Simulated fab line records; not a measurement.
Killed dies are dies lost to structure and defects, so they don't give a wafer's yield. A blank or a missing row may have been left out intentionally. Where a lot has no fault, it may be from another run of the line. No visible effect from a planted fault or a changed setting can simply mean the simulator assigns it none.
Chamber matching	flow nand-harc	rie-diel-03 running NHARC_A_CONTACT_ETCH_110: 4 sister chambers
The step etches the open film in CF4/O2, target depth 60 nm, overetch 6 nm, time 33 s. 16 wafers are shown with their chamber, then 8 later ones without.

== WAFERS, EACH WITH ITS CHAMBER ==
wafer	chamber	drypump-motor-current-A (A)	rf-vpp-V (V)	throttle-valve-pct (%)
L768.3	1	5.8	199.4	13.413
L768.4	3	5.7	196.3	13.395
L768.6	2	6.0	198.2	13.393
L770.2	1	5.8	197.9	13.406
L770.3	2	6.0	197.9	13.405
L770.5	2	6.0	198.0	13.397
L771.1	0	6.0	195.7	13.394
L771.4	2	6.0	197.1	13.384
L771.5	2	6.0	198.0	13.403
L769.3	0	5.9	197.0	13.384
L769.4	3	5.7	196.7	13.389
L769.6	2	5.9	198.1	13.386
L773.3	2	6.0	197.2	13.398
L773.5	3	5.7	195.1	13.392
L773.6	2	6.0	199.2	13.407
L772.2	1	5.8	198.0	13.402

SIGNATURES, as means of the wafers listed above
reading	chamber 0	chamber 1	chamber 2	chamber 3	scatter within a chamber
drypump-motor-current-A	5.950	5.800	5.987	5.700	0.0339
rf-vpp-V	196.350	198.433	197.963	196.033	0.74
throttle-valve-pct	13.38900	13.40700	13.39663	13.39200	0.00728
Rule: a wafer's distance from a chamber is the root of the sum, over the readings, of the square of ((its reading less the chamber's mean) divided by the reading's scatter). If the next closest chamber is less than 2 further off than the closest, the wafer can't be placed; otherwise it belongs to the closest. How the scatter is found: for the shown wafers, subtract from each reading the mean of its chamber, square and add these, divide the total by (wafers less chambers), then take the root.

== WAFERS WHOSE CHAMBER IS MISSING ==
wafer	drypump-motor-current-A (A)	rf-vpp-V (V)	throttle-valve-pct (%)
L772.5	6.0	198.5	13.393
L772.6	5.8	199.1	13.389
L785.1	5.7	196.4	13.384
L785.2	6.0	198.1	13.414
L785.6	5.7	194.4	13.420
L790.3	5.8	198.9	13.404
L790.4	6.0	198.4	13.416
L790.6	5.9	202.0	13.398

== CHAMBER TAKEN BY EACH ==
wafer	from the rows above	in truth
L772.5	2	2
L772.6	1	1
L785.1	3	3
L785.2	2	2
L785.6	3	3
L790.3	1	1
L790.4	2	2
L790.6	can't be placed: 1 or 2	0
Placed correctly: 7 of 8. From these rows, 1 cannot be placed; in 0 the true chamber is one of the candidates. Placed wrongly: 0.
